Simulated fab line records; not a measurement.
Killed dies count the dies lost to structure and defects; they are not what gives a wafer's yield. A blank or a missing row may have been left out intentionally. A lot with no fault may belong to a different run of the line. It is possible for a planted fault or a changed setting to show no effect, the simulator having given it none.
Which of the tools did it? ; flow n5_finfet ; 27 wafers from 11 lots sampled at 4 of the route's 1938 steps

== WHAT THE GAUGES SHOWED, per wafer ==
N5_BEOL_M5_OVL_MEAS_12. Usual: M5_OVL gives 0.1 nm (standard deviation 0.77).
lot;measured;on;M5_OVL (nm);flag
L694;day 7 22:25;overlay-01;1.1 1.0;
L693;day 8 01:13;overlay-02;1.6 0.5;
L695;day 8 13:49;overlay-02;-0.1 0.8;
L697;day 9 08:37;overlay-01;2.3 0.4 0.2;
L700;day 9 16:13;overlay-01;0.6 0.0 0.7;
L710;day 12 09:06;overlay-02;-1.1 -2.0 -0.1;
L711;day 12 11:17;overlay-02;0.2 0.6 1.1;
L712;day 12 11:59;overlay-01;-0.8 -1.3;
L713;day 12 16:28;overlay-01;0.4 -0.3 -0.3;
L714;day 13 11:31;overlay-01;-0.7 0.0;
L715;day 13 15:23;overlay-01;-0.1 0.3;

N5_BEOL_M5_INSPECT_30: inspects for defects (brightfield). Usual: 428 for raw_defect_count, sd 90.
lot;measured;on;raw_defect_count;flag
L694;day 7 23:34;defect_inspect-02;370 324;
L693;day 8 02:52;defect_inspect-02;639 374;
L695;day 8 15:50;defect_inspect-02;417 372;
L697;day 9 09:35;defect_inspect-02;1717 1743 1762;OFF
L700;day 9 17:14;defect_inspect-02;1812 1931 1808;OFF
L710;day 12 10:23;defect_inspect-02;449 419 417;
L711;day 12 15:16;defect_inspect-02;437 403 435;
L712;day 12 15:22;defect_inspect-02;428 372;
L713;day 12 20:58;defect_inspect-01;331 396 296;
L714;day 13 12:25;defect_inspect-02;429 317;
L715;day 13 16:23;defect_inspect-01;390 381;

== EACH LOT AND THE TOOL THAT RAN IT (in order: tool; ch and the chambers of the sampled wafers; start) ==
lot;N5_BEOL_M5_ETCH_72;N5_BEOL_M5_STRIP_64
L694;rie_diel-01 ch 2,3, day 7 22:32;rie_diel-01 ch 2,3, day 7 22:42
L693;rie_diel-01 ch 1,2, day 8 01:21;rie_diel-01 ch 1,2, day 8 01:31
L695;rie_diel-01 ch 0, day 8 13:56;rie_diel-01 ch 0, day 8 14:06
L697;rie_diel-01 ch 0,1,3, day 9 08:44;rie_diel-01 ch 0,1,3, day 9 08:55
L700;rie_diel-01 ch 0,2,3, day 9 16:20;rie_diel-01 ch 0,2,3, day 9 16:31
L710;rie_diel-06 ch 0,2,3, day 12 09:19;rie_diel-06 ch 0,2,3, day 12 09:29
L711;rie_diel-01 ch 1,2, day 12 11:33;rie_diel-01 ch 1,2, day 12 11:43
L712;rie_diel-06 ch 0,2, day 12 12:06;rie_diel-06 ch 0,2, day 12 12:17
L713;rie_diel-01 ch 0,1,2, day 12 16:35;rie_diel-01 ch 0,1,2, day 12 16:45
L714;rie_diel-06 ch 1,2, day 13 11:37;rie_diel-06 ch 1,2, day 13 11:47
L715;rie_diel-01 ch 1,3, day 13 15:30;rie_diel-01 ch 1,3, day 13 15:40
- N5_BEOL_M5_ETCH_72: etches underlayer in N2/H2, target depth 6.5 nm, time 5.2 s.
- N5_BEOL_M5_STRIP_64: strips in CF4.

== WHAT THE TOOLS THEMSELVES READ (means of the sampled wafers that have a number; where no wafer has one, the mark that the record gives instead) ==
N5_BEOL_M5_ETCH_72. Usual: drypump_motor_current_A 5.6 A, standard deviation 0.32; etch_rf_on_time_s 5.21 s, standard deviation 0.16; oes_product_au 0.66 a.u., standard deviation 0.077; rf_vpp_V 524.5 V, standard deviation 2; showerhead_plenum_p_Torr 2.55 Torr, standard deviation 0.057; throttle_valve_pct 17.9 %, standard deviation 0.31.
lot;tool;drypump_motor_current_A (A);etch_rf_on_time_s (s);oes_product_au (a.u.);rf_vpp_V (V);showerhead_plenum_p_Torr (Torr);throttle_valve_pct (%);flag
L694;rie_diel-01;5.5;5.29;0.60;524.9;2.51;18.2;
L693;rie_diel-01;5.7;5.22;0.64;525.9;2.58;18.1;
L695;rie_diel-01;5.3;5.06;0.74;523.5;2.57;17.9;
L697;rie_diel-01;5.3;5.22;0.65;524.4;2.57;18.0;
L700;rie_diel-01;5.5;5.17;0.64;523.8;2.53;18.1;
L710;rie_diel-06;5.1;4.94;0.65;523.3;2.53;18.0;
L711;rie_diel-01;5.7;5.30;0.61;524.7;2.58;18.1;
L712;rie_diel-06;5.2;4.88;0.69;526.5;2.60;17.9;
L713;rie_diel-01;5.5;5.26;0.64;524.1;2.56;18.1;
L714;rie_diel-06;5.5;5.00;0.65;524.3;2.59;18.1;
L715;rie_diel-01;5.3;5.28;0.71;524.1;2.56;17.9;

N5_BEOL_M5_STRIP_64. Usual: drypump_motor_current_A 5.5 A, standard deviation 0.31; oes_product_au 0.77 a.u., standard deviation 0.085; rf_vpp_V 271.4 V, standard deviation 1.2; showerhead_plenum_p_Torr 1.81 Torr, standard deviation 0.039; throttle_valve_pct 13.69 %, standard deviation 0.27.
lot;tool;drypump_motor_current_A (A);oes_product_au (a.u.);rf_vpp_V (V);showerhead_plenum_p_Torr (Torr);throttle_valve_pct (%);flag
L694;rie_diel-01;5.5;0.70;270.6;1.77;13.92;
L693;rie_diel-01;5.7;0.72;272.0;1.80;13.77;
L695;rie_diel-01;5.3;0.84;271.9;1.84;13.77;
L697;rie_diel-01;5.3;0.76;271.6;1.83;13.81;
L700;rie_diel-01;5.4;0.75;271.1;1.79;13.90;
L710;rie_diel-06;5.1;0.73;271.2;1.78;13.72;
L711;rie_diel-01;5.6;0.71;272.3;1.81;13.81;
L712;rie_diel-06;5.2;0.76;272.5;1.81;13.44;
L713;rie_diel-01;5.6;0.74;271.2;1.80;13.84;
L714;rie_diel-06;5.5;0.73;271.4;1.81;13.69;
L715;rie_diel-01;5.3;0.83;270.9;1.81;13.63;

== THE ANSWER, worked out from the rows above alone ==
Rule: a lot is off if the mean of its wafers that have a number lies more than 3 standard deviations from the usual mean. A lot without any number at a reading at which 4 lots or more have one is off too. Where the step has rows for the other lots, those lots are counted as sound. After the gauges, taken in route order, come the tools' own readings; for these a lot's mean is taken, as printed above. At the first step where some lot is off, the reading lying furthest off is the one used; lots without a number count as furthest.
Off: L697, L700, at N5_BEOL_M5_INSPECT_30 (raw_defect_count).
A tool fits if, at a process step before that reading, it ran every lot that is off, and no sound lot after the first of them. The gauges at N5_BEOL_M5_INSPECT_30 are tried like those tools. No candidate that was tried fits.

== WHAT THE SIMULATOR HAD PUT IN ==
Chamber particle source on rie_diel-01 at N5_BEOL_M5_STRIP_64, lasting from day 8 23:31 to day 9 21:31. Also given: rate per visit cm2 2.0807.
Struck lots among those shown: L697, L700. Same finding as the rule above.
